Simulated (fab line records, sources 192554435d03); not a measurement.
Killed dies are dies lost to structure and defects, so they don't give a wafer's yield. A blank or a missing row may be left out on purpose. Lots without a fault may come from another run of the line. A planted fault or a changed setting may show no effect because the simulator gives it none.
Which tool did it? | flow n5_finfet | 10 lots, 25 wafers sampled, at 5 steps of a route of 1938

WHAT THE GAUGES READ, wafer by wafer
N5_BEOL_M4_RC_MEAS_101.
lot  | measured     | on        | REXT_N (ohm.um)
L482 | day 8 04:13  | prober-01 | 73.9 73.9
L488 | day 10 06:52 | prober-01 | 76.8 76.7
L489 | day 10 15:08 | prober-01 | 73.7 73.4 73.2
L495 | day 12 11:51 | prober-01 | 147.1 147.3 147.5
L496 | day 12 13:32 | prober-01 | 154.0 156.1 157.6
L497 | day 12 12:45 | prober-02 | 151.9 154.5 151.9
L500 | day 13 12:14 | prober-01 | 77.1 77.1
L501 | day 13 12:34 | prober-02 | 78.4 77.3
L502 | day 13 18:03 | prober-01 | 74.2 73.7
L503 | day 13 21:29 | prober-02 | 73.8 72.8 73.9

WHICH TOOL RAN EACH LOT (tool, then ch and the chambers of the sampled wafers, then the start)
lot  | N5_DUMMY_GATE_ETCH_23           | N5_SD_EPI_N_ETCHBACK_44           | N5_SD_EPI_N_ETCH_16               | N5_SD_EPI_N_VAPOR_ETCH_50
L482 | rie_si-01 ch 0,1, day 3 12:37   | rie_diel-03 ch 0,1, day 3 14:34   | rie_diel-03 ch 0,1, day 3 14:46   | epi_rpcvd-02 ch 0, day 3 15:38
L488 | rie_si-01 ch 1,3, day 4 23:03   | rie_diel-06 ch 0,1, day 5 02:11   | rie_diel-06 ch 0,1, day 5 02:23   | epi_rpcvd-03 ch 0, day 5 03:16
L489 | rie_si-05 ch 1,2, day 5 04:23   | rie_diel-03 ch 0,2,3, day 5 07:28 | rie_diel-03 ch 0,2,3, day 5 07:38 | epi_rpcvd-03 ch 0, day 5 08:34
L495 | rie_si-01 ch 0,3, day 6 16:50   | rie_diel-02 ch 0,3, day 6 18:53   | rie_diel-02 ch 0,3, day 6 19:05   | epi_rpcvd-02, day 6 20:02
L496 | rie_si-05 ch 0,1,2, day 7 00:52 | rie_diel-06 ch 0,1, day 7 02:53   | rie_diel-06 ch 0,1, day 7 03:05   | epi_rpcvd-03, day 7 04:08
L497 | rie_si-01 ch 0,1,3, day 7 06:47 | rie_diel-03 ch 0,1,3, day 7 09:06 | rie_diel-03 ch 0,1,3, day 7 09:18 | epi_rpcvd-03, day 7 10:11
L500 | rie_si-05 ch 2, day 7 22:47     | rie_diel-03 ch 0,2, day 8 00:50   | rie_diel-03 ch 0,2, day 8 01:02   | epi_rpcvd-02 ch 0, day 8 01:58
L501 | rie_si-05 ch 3, day 8 03:53     | rie_diel-06 ch 2, day 8 06:07     | rie_diel-06 ch 2, day 8 06:19     | epi_rpcvd-04 ch 0, day 8 08:18
L502 | rie_si-03 ch 2, day 8 11:40     | rie_diel-06 ch 2, day 8 13:37     | rie_diel-06 ch 2, day 8 13:49     | epi_rpcvd-04 ch 0, day 8 14:55
L503 | rie_si-03 ch 0,1,3, day 8 17:50 | rie_diel-02 ch 2,3, day 8 20:38   | rie_diel-02 ch 2,3, day 8 20:50   | epi_rpcvd-03 ch 0, day 8 21:50
- N5_DUMMY_GATE_ETCH_23: etches poly-Si in HBr/Cl2/O2, target depth 41 nm, time 22.3 s.
- N5_SD_EPI_N_ETCHBACK_44: etches SiNx in CH3F/O2, stops on SiO2, target depth 14.5 nm.
- N5_SD_EPI_N_ETCH_16: etches SiO2 in CHF3/O2, target depth 5 nm.
- N5_SD_EPI_N_VAPOR_ETCH_50: etches Si in HCl, time 54 s.

THE ANSWER, worked out from the rows above alone
Rule: what is usual is taken from the lots themselves. Put in order of their means at a reading, lots are off if they are a third of the lots or fewer, leave a main group of 4 or more, and stand apart from it by a gap of 3 or more times the standard deviation of the main group's means; of several such gaps the widest counts. A main group whose means are all the same, to the digits that the tables above print for the reading, isn't used. A lot without any number at a reading at which 4 lots or more have one is off too. The other lots that the step has rows for count as sound.
Off: L495, L496, L497, at N5_BEOL_M4_RC_MEAS_101 (REXT_N). The main group: mean 75.2 ohm.um, standard deviation 1.8.
A tool fits if, at a process step before that reading, it ran every lot that is off, and no sound lot after the first of them. The gauges at N5_BEOL_M4_RC_MEAS_101 are tried like those tools. None of those tried fits.

WHAT THE SIMULATOR HAD PUT IN
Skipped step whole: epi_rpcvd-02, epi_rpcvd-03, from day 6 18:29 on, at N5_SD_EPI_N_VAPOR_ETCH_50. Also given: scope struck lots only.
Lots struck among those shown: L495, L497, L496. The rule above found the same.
